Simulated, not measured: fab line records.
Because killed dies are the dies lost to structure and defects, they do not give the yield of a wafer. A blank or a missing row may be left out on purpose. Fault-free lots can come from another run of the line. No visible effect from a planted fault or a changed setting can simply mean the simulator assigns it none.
fab line records	flow n5-finfet	part 2 of 2: steps 5 to 6 of 6
[record] lots = 24	wafers = 72	last-day = 19
route steps=1938 shown BEOL_M6@1210 BEOL_M7@1266
lots with no fault: from the same line, run without faults
start-h: the number of hours between the record's first day and the start of the first shown wafer of the lot	wait-h: time in hours since the lot's previous step	" the same as in the row above	L1.1+2: a single row standing in for several wafers	- no value, or no start given	* or withheld: withheld	< > ~ a bound
route shown NAME@n: NAME is a module with steps in the file, n the number in the route of the first one	usual: mean and standard deviation over wafers with no fault	same: alike in all rows	chamber/n: place in a boat	sites: the reading at each site	_std_site: standard deviation across them	_edge_site: the outer-site mean with the inner-site mean subtracted	radius-mm: for every site, how far away it sits from the centre of the wafer	mask NAME#n: copy n	behind: the most recent tool/chamber to have shaped the wafer	hold: the reason the lot was held/the length of the hold in hours/how it ended	device: names the non-switching transistor (n, p or np)	end of line: the route-end tests of the same wafers	where a step has no rows: the recipe by itself	killed: count of dies lost to structure and defects at first sort (not the wafer's yield)	map: dies across one wafer; x = killed, . = not, _ = none there
set.NAME: the setting the step ran with; set.NAME@STEP: the setting that earlier step ran with	model.NAME: the simulator's own value behind a step, which no gauge read
steps of the route over a sample of lots; a table a step, a row a wafer
services: a tool's chamber out of use, with start hour (start-h, from the record's first day; less than 0 if before it), hours out, and reason
[[steps]]
[step N5_BEOL_M6_CMP_52]
[recipe] stop-on = SiCOH_lowk	t-overpolish-s = 6.9	down-force-psi = 1	platen-rpm = 50	clearing-platen-down-force-psi = 1.5	clearing-platen-rpm = 50	post-cmp-clean = cu-alkaline	target-thk-nm = 80	clearing-platen-pad-velocity-m-s = 0.99484	pad-velocity-m-s = 0.99484
[usual] barrier-field-endpoint-s = 28.8/0.72	motor-current-A = 6.2/0.68	overpolish-run-s = 6.902/0.01	time-to-endpoint-s = 63/3.1
[same] t-overpolish-s = 6.9
lot.wafer	tool	chamber	start-h	wait-h	barrier-field-endpoint-s	motor-current-A	overpolish-run-s	time-to-endpoint-s
L074.3	cmp-03	0	185.63	0.2	29.6	5.4	6.889	68
L074.1	"	2	"	"	28.5	6.3	6.918	65
L074.5	"	3	"	"	29.5	6.7	6.890	70
L076.4	cmp-03	2	195.34	0.4	29.1	6.5	6.913	62
L076.3	"	3	"	"	29.2	6.3	6.907	65
L076.6	"	1	"	"	29.1	6.7	6.918	62
L075.2	cmp-01	2	195.47	0.2	28.7	7.1	6.922	64
L075.4	"	3	"	"	28.9	5.4	6.910	58
L075.5	"	1	"	"	28.7	6.7	6.895	63
L077.4	cmp-04	1	203.81	0.2	30.9	6.0	6.903	69
L077.2	"	2	"	"	29.0	7.0	6.909	66
L077.5	"	0	"	"	29.8	5.4	6.891	61
L078.3	cmp-04	0	205.57	0.3	28.0	5.3	6.881	63
L078.1	"	3	"	"	28.9	5.1	6.899	65
L078.5	"	0	"	"	28.3	5.6	6.904	62
L079.2	cmp-01	3	211.67	0.2	28.5	5.2	6.903	59
L079.1	"	1	"	"	28.8	6.6	6.898	59
L079.6	"	2	"	"	28.1	7.1	6.906	60
L080.3	cmp-01	2	215.11	0.3	27.8	6.9	6.894	60
L080.4	"	3	"	"	27.8	5.2	6.918	56
L080.2	"	1	"	"	28.1	7.0	6.911	60
L082.3	cmp-03	0	218.28	0.2	28.9	5.5	6.914	65
L082.4	"	2	"	"	28.1	6.1	6.901	61
L082.2	"	3	"	"	29.2	6.5	6.901	62
L081.2	cmp-03	3	222.07	0.3	28.9	6.4	6.895	61
L081.3	"	0	"	"	28.2	5.5	6.903	62
L081.5	"	2	"	"	28.3	6.4	6.914	59
L083.1	cmp-01	2	224.00	0.3	28.1	6.6	6.899	59
L083.2	"	0	"	"	28.0	6.0	6.897	61
L083.4	"	1	"	"	28.7	6.7	6.916	58
L084.4	cmp-01	2	230.70	0.1	29.4	6.8	6.888	62
L084.1	"	3	"	"	27.6	5.1	6.911	58
L084.2	"	0	"	"	28.1	5.9	6.901	64
L088.3	cmp-03	0	304.53	0.2	28.9	5.5	6.904	63
L088.2	"	1	"	"	28.2	6.8	6.922	58
L088.5	"	3	"	"	30.1	6.5	6.891	66
L095.2	cmp-01	1	309.95	0.3	28.0	7.1	6.891	63
L095.5	"	0	"	"	30.1	5.7	6.905	68
L095.6	"	1	"	"	28.8	7.0	6.920	62
L094.4	cmp-01	3	314.00	0.2	29.2	5.2	6.910	62
L094.3	"	0	"	"	29.3	5.9	6.901	64
L094.5	"	2	"	"	29.2	7.2	6.908	60
L085.2	cmp-01	3	316.02	0.2	29.9	5.6	6.909	64
L085.4	"	2	"	"	29.6	6.5	6.885	66
L085.6	"	0	"	"	30.6	5.9	6.904	68
L090.1	cmp-04	2	316.16	0.3	29.3	6.9	6.904	65
L090.3	"	0	"	"	27.4	5.5	6.892	61
L090.6	"	3	"	"	28.2	5.4	6.890	61
L089.3	cmp-01	1	322.73	0.2	29.5	6.9	6.881	63
L089.5	"	3	"	"	29.1	5.3	6.898	67
L089.6	"	0	"	"	29.6	5.7	6.890	68
L092.4	cmp-01	2	325.46	0.2	28.6	6.9	6.911	63
L092.2	"	3	"	"	27.0	5.2	6.880	63
L092.6	"	0	"	"	28.8	5.9	6.897	69
L091.1	cmp-01	1	338.52	0.3	28.1	6.9	6.894	60
L091.2	"	2	"	"	28.3	6.5	6.888	65
L091.3	"	3	"	"	28.4	5.2	6.914	60
L087.1	cmp-04	3	341.76	0.3	27.9	5.4	6.924	65
L087.3	"	0	"	"	28.4	5.6	6.895	62
L087.2	"	2	"	"	29.5	6.9	6.903	66
L093.2	cmp-01	1	344.78	0.4	27.8	7.0	6.898	64
L093.3	"	2	"	"	29.1	7.0	6.907	61
L093.6	"	1	"	"	29.1	6.8	6.905	61
L096.4	cmp-04	1	348.36	0.1	28.6	5.8	6.910	62
L096.1	"	2	"	"	29.8	7.2	6.911	68
L096.5	"	1	"	"	29.3	6.3	6.887	67
L086.4	cmp-04	0	354.96	0.2	29.2	5.6	6.901	61
L086.3	"	2	"	"	29.8	7.2	6.893	67
L086.5	"	1	"	"	28.9	5.9	6.905	64
L097.1	cmp-03	3	359.12	0.3	29.5	6.5	6.895	66
L097.3	"	0	"	"	29.7	5.6	6.913	66
L097.6	"	2	"	"	29.2	6.0	6.902	60
[step N5_BEOL_M7_PECVD_70]
[recipe] material = SiO2	target-thk-a = 200	temp-c = 400	precursor = TEOS/O2	pressure-torr = 5.5	rf-w = 450	teos-flow-sccm = 53.8	gas = O2	flow-sccm = 3000	time-s = 22.7
[usual] heater-power-w = 725/95	showerhead-plenum-p-Torr = 8.80/0.066	showerhead-vpp-V = 1290/62	throttle-valve-pct = 23.1/1
[same] time-s = 22.7
lot.wafer	tool	chamber	start-h	wait-h	heater-power-w	showerhead-plenum-p-Torr	showerhead-vpp-V	since-wet-clean-h	throttle-valve-pct
L074.1	pecvd-03	1	186.70	0.0	790	8.77	1227	1978	23.2
L074.3	"	0	"	"	672	8.85	1310	1253	23.5
L074.5	"	0	"	"	690	8.84	1307	-	23.5
L076.3	pecvd-03	0	196.36	0.0	666	8.84	1306	1263	23.5
L076.4	"	2	"	"	698	8.75	1345	-	22.5
L076.6	"	1	"	"	806	8.78	1260	-	23.1
L075.2	pecvd-04	2	196.69	0.0	607	8.71	1319	2169	21.6
L075.4	"	0	"	"	699	8.83	1285	-	23.6
L075.5	"	2	"	"	619	8.73	1316	-	21.7
L077.2	pecvd-03	1	204.83	0.0	804	8.73	1233	1996	23.0
L077.4	"	1	"	"	793	8.75	1247	-	23.6
L077.5	"	0	"	"	750	8.85	1299	-	23.8
L078.1	pecvd-04	1	206.69	0.0	689	8.86	1225	1454	22.4
L078.3	"	1	"	"	687	8.87	1217	-	22.1
L078.5	"	1	"	"	677	8.86	1231	-	22.5
L079.1	pecvd-03	2	212.79	0.0	747	8.75	1355	525	22.8
L079.2	"	0	"	"	649	8.88	1287	1279	23.5
L079.6	"	1	"	"	779	8.78	1256	-	23.4
L080.2	pecvd-01	1	216.35	0.0	603	8.79	1422	1826	23.2
L080.3	"	0	"	"	710	8.89	1201	-	25.2
L080.4	"	1	"	"	619	8.83	1413	-	23.2
L082.2	pecvd-04	1	219.40	0.0	646	8.85	1210	1467	22.4
L082.3	"	0	"	"	706	8.81	1284	-	23.7
L082.4	"	1	"	"	654	8.88	1204	-	22.0
L081.2	pecvd-03	0	223.10	0.0	700	8.83	1293	1289	23.6
L081.3	"	1	"	"	800	8.78	1240	2014	23.2
L081.5	"	0	"	"	686	8.84	1294	-	23.9
L083.1	pecvd-01	1	225.11	0.0	621	8.81	1402	1835	23.5
L083.2	"	0	"	"	707	8.91	1227	1110	25.4
L083.4	"	0	"	"	693	8.87	1224	-	25.3
L084.1	pecvd-03	0	231.80	0.0	647	8.85	1328	1298	23.6
L084.2	"	1	"	"	822	8.77	1259	2023	23.2
L084.4	"	2	"	"	783	8.76	1345	-	23.2
L088.2	pecvd-03	1	305.63	0.0	818	8.78	1253	2097	23.3
L088.3	"	2	"	"	774	8.75	1356	618	22.9
L088.5	"	2	"	"	764	8.75	1338	-	23.1
L095.2	pecvd-04	0	311.03	0.0	686	8.84	1276	834	24.0
L095.5	"	1	"	"	680	8.87	1223	-	22.3
L095.6	"	2	"	"	546	8.71	1338	-	20.1
L094.3	pecvd-03	0	315.06	0.0	724	8.81	1293	1381	23.5
L094.4	"	1	"	"	766	8.76	1254	-	23.5
L094.5	"	2	"	"	776	8.75	1355	-	23.2
L085.2	pecvd-03	2	317.12	0.0	683	8.74	1356	630	23.2
L085.4	"	2	"	"	676	8.74	1352	-	22.9
L085.6	"	1	"	"	784	8.76	1222	-	23.3
L090.1	pecvd-01	1	317.26	0.0	719	8.81	1393	1927	23.3
L090.3	"	2	"	"	1003	8.64	1192	448	21.5
L090.6	"	1	"	"	715	8.81	1391	-	23.5
L089.3	pecvd-03	2	323.76	0.0	823	8.76	1351	636	23.1
L089.5	"	2	"	"	799	8.75	1383	-	23.4
L089.6	"	0	"	"	743	8.87	1322	-	23.8
L092.2	pecvd-04	2	326.49	0.0	578	8.69	1308	95	20.5
L092.4	"	0	"	"	603	8.84	1295	-	24.0
L092.6	"	1	"	"	665	8.87	1210	-	22.4
L091.1	pecvd-01	0	339.62	0.0	705	8.89	1224	1225	25.4
L091.2	"	1	"	"	642	8.81	1415	1950	23.3
L091.3	"	2	"	"	1086	8.63	1190	471	21.5
L087.1	pecvd-03	1	342.88	0.0	753	8.78	1231	2134	23.4
L087.2	"	2	"	"	660	8.74	1398	655	23.3
L087.3	"	0	"	"	789	8.86	1327	1409	23.4
L093.2	pecvd-04	1	345.88	0.0	701	8.86	1224	1594	22.6
L093.3	"	0	"	"	706	8.82	1284	869	23.8
L093.6	"	1	"	"	699	8.85	1208	-	22.3
L096.1	pecvd-01	0	349.46	0.0	766	8.89	1232	1235	25.2
L096.4	"	2	"	"	1037	8.64	1176	-	21.4
L096.5	"	1	"	"	730	8.83	1394	-	23.1
L086.3	pecvd-03	1	356.09	0.0	702	8.79	1231	2147	23.3
L086.4	"	1	"	"	711	8.77	1266	-	23.3
L086.5	"	0	"	"	729	8.85	1308	-	23.6
L097.1	pecvd-03	0	360.16	0.0	761	8.82	1300	1427	23.4
L097.3	"	1	"	"	827	8.75	1285	2152	23.6
L097.6	"	0	"	"	749	8.86	1301	-	23.7
[[services]]
tool	chamber	start-h	hours	kind
cmp-01	-	156.94	4.0	pm
pecvd-01	-	157.17	2.1	repair
rie-diel-02	1	162.01	21.4	repair
rie-diel-02	3	179.16	26.0	repair
cmp-04	-	179.71	17.3	pm
cmp-01	-	180.89	3.8	repair
rie-diel-04	-	181.13	14.6	pm
cmp-04	-	208.65	19.4	repair
cmp-01	-	224.40	0.8	repair
cmp-01	-	231.27	3.5	pm
cmp-01	-	246.25	7.9	pm
rie-diel-03	-	246.82	1.1	repair
rie-diel-04	0	253.23	8.6	repair
cmp-03	-	254.31	4.0	pm
cmp-04	-	259.59	4.0	pm
rie-diel-04	-	273.54	1.3	repair
cmp-03	-	282.78	8.0	pm
cmp-04	-	286.28	2.3	repair
cmp-03	-	297.70	4.0	repair
pecvd-04	2	301.30	3.7	repair
pecvd-01	2	319.35	3.9	repair
cmp-01	-	324.54	0.5	repair
cmp-01	-	359.39	0.3	repair
cmp-04	-	359.88	1.4	repair
